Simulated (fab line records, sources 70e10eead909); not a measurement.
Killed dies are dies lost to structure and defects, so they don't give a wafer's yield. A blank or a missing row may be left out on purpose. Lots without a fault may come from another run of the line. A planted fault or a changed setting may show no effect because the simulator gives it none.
Tool commonality check | flow nand_harc | 14 lots, 42 wafers sampled

WHY IT WAS OPENED
At NHARC_P_M2_THK_MEAS_24 the reading thk_nm is flagged on 2 of 14 lots. Wafers without a fault read 144.6 nm, standard deviation 1.5.
Rule: a lot is flagged when every wafer of it that has a number lies more than 4 standard deviations from that mean, or none has a number. The other lots count as sound.

lot  | measured     | on            | thk_nm (nm), wafer by wafer | flag
L255 | day 6 18:44  | film_metro-01 | 143.4 144.6 143.9           |
L256 | day 6 21:06  | film_metro-02 | 146.1 146.6 145.2           |
L258 | day 7 17:46  | film_metro-02 | 146.2 146.2 144.5           |
L259 | day 8 06:56  | film_metro-01 | 145.0 144.5 144.3           |
L261 | day 8 22:33  | film_metro-02 | 145.8 146.5 144.8           |
L262 | day 9 16:25  | film_metro-02 | 144.6 145.8 146.8           |
L263 | day 9 22:35  | film_metro-01 | 145.7 143.6 147.2           |
L265 | day 10 23:08 | film_metro-02 | 142.6 142.3 144.6           |
L267 | day 11 14:19 | film_metro-01 | 394.9 398.1 404.4           | FLAGGED
L268 | day 11 17:44 | film_metro-01 | 398.7 400.3 398.9           | FLAGGED
L273 | day 14 00:53 | film_metro-01 | 146.9 146.1 147.2           |
L274 | day 14 12:32 | film_metro-02 | 146.7 145.7 144.7           |
L276 | day 15 09:20 | film_metro-02 | 145.1 145.2 143.8           |
L277 | day 15 13:59 | film_metro-02 | 143.8 143.7 143.4           |
The numbers of the flagged lots are 399.2 nm on average: +254.6 nm against the usual, or +99 or more standard deviations.

WHICH TOOL RAN EACH LOT
The record holds 3 process steps before the reading, out of a route of 1302 steps. In each cell: the tool, then ch and the chambers that the sampled wafers went through, then the start.
lot  | flag    | NHARC_P_M2_ETCH_35                 | NHARC_P_M2_DEGAS_29          | NHARC_P_M2_CMP_23
L255 |         | rie_diel-07 ch 0,1, day 6 16:13    | pvd_sputter-01, day 6 17:17  | cmp-03 ch 0,1, day 6 18:25
L256 |         | rie_diel-09 ch 1,2,3, day 6 18:45  | pvd_sputter-01, day 6 19:42  | cmp-03 ch 1,2,3, day 6 20:50
L258 |         | rie_diel-07 ch 0,1,3, day 7 15:26  | pvd_sputter-02, day 7 16:23  | cmp-03 ch 2,3, day 7 17:28
L259 |         | rie_diel-07 ch 0,1,2, day 8 04:38  | pvd_sputter-01, day 8 05:33  | cmp-03 ch 0,2,3, day 8 06:41
L261 |         | rie_diel-09 ch 0,3, day 8 20:14    | pvd_sputter-03, day 8 21:10  | cmp-01 ch 0,3, day 8 22:14
L262 |         | rie_diel-09 ch 2,3, day 9 14:05    | pvd_sputter-03, day 9 15:02  | cmp-04 ch 0,1,3, day 9 16:06
L263 |         | rie_diel-12 ch 0,1,3, day 9 20:14  | pvd_sputter-02, day 9 21:10  | cmp-01 ch 0,1,3, day 9 22:16
L265 |         | rie_diel-09 ch 0,3, day 10 20:49   | pvd_sputter-02, day 10 21:46 | cmp-03 ch 1,2, day 10 22:50
L267 | FLAGGED | rie_diel-07 ch 0,2,3, day 11 12:01 | pvd_sputter-02, day 11 12:56 | cmp-04 ch 0,2,3, day 11 14:05
L268 | FLAGGED | rie_diel-07 ch 0,2,3, day 11 15:24 | pvd_sputter-02, day 11 16:20 | cmp-03 ch 2,3, day 11 17:25
L273 |         | rie_diel-07 ch 0,1,3, day 13 22:33 | pvd_sputter-03, day 13 23:29 | cmp-03 ch 0,1,3, day 14 00:36
L274 |         | rie_diel-07 ch 0,1,2, day 14 10:13 | pvd_sputter-02, day 14 11:09 | cmp-04 ch 1,3, day 14 12:14
L276 |         | rie_diel-07 ch 0,1,2, day 15 07:01 | pvd_sputter-02, day 15 07:57 | cmp-01 ch 0,1,3, day 15 09:03
L277 |         | rie_diel-07 ch 0,1,3, day 15 11:38 | pvd_sputter-01, day 15 12:34 | cmp-04 ch 1,2,3, day 15 13:40
What these steps do:
- NHARC_P_M2_ETCH_35: etches the open film in N2/H2, target depth 40 nm, overetch 12 nm, time 43.94 s.
- NHARC_P_M2_DEGAS_29: time 60 s.
- NHARC_P_M2_CMP_23: polishes, t overpolish 20 s, target thk 144.3 nm.
- NHARC_P_M2_THK_MEAS_24: measures by xrf.

FLAGGED OVER TOTAL, TOOL BY TOOL (the gauges that took the reading come last)
step                   | tool           | lots run | flagged | share of the flagged lots | sound lots run after its first flagged lot
NHARC_P_M2_ETCH_35     | rie_diel-07    | 9        | 2       | all                       | 4 (L273,L274,L276,L277)
NHARC_P_M2_ETCH_35     | rie_diel-09    | 4        | 0       | none                      | -
NHARC_P_M2_ETCH_35     | rie_diel-12    | 1        | 0       | none                      | -
NHARC_P_M2_DEGAS_29    | pvd_sputter-01 | 4        | 0       | none                      | -
NHARC_P_M2_DEGAS_29    | pvd_sputter-02 | 7        | 2       | all                       | 2 (L274,L276)
NHARC_P_M2_DEGAS_29    | pvd_sputter-03 | 3        | 0       | none                      | -
NHARC_P_M2_CMP_23      | cmp-01         | 3        | 0       | none                      | -
NHARC_P_M2_CMP_23      | cmp-03         | 7        | 1       | some                      | 1 (L273)
NHARC_P_M2_CMP_23      | cmp-04         | 4        | 1       | some                      | 2 (L274,L277)
NHARC_P_M2_THK_MEAS_24 | film_metro-01  | 6        | 2       | all                       | 1 (L273)
NHARC_P_M2_THK_MEAS_24 | film_metro-02  | 8        | 0       | none                      | -

WHAT THE TABLE ALLOWS
3 rows of the table ran every flagged lot: rie_diel-07 at NHARC_P_M2_ETCH_35, pvd_sputter-02 at NHARC_P_M2_DEGAS_29, film_metro-01 at NHARC_P_M2_THK_MEAS_24.
- rie_diel-07 at NHARC_P_M2_ETCH_35: 2 of its 9 lots flagged. Sound lots ran on it after the first flagged one (L273, L274, L276, L277), which a lasting fault on the whole tool wouldn't allow.
- pvd_sputter-02 at NHARC_P_M2_DEGAS_29: 2 of its 7 lots flagged. Sound lots ran on it after the first flagged one (L274, L276), which a lasting fault on the whole tool wouldn't allow.
- film_metro-01 at NHARC_P_M2_THK_MEAS_24: 2 of its 6 lots flagged. Sound lots ran on it after the first flagged one (L273), which a lasting fault on the whole tool wouldn't allow.
No row of the table ran every flagged lot and no sound lot after the first.

WHAT THE SIMULATOR HAD PUT IN
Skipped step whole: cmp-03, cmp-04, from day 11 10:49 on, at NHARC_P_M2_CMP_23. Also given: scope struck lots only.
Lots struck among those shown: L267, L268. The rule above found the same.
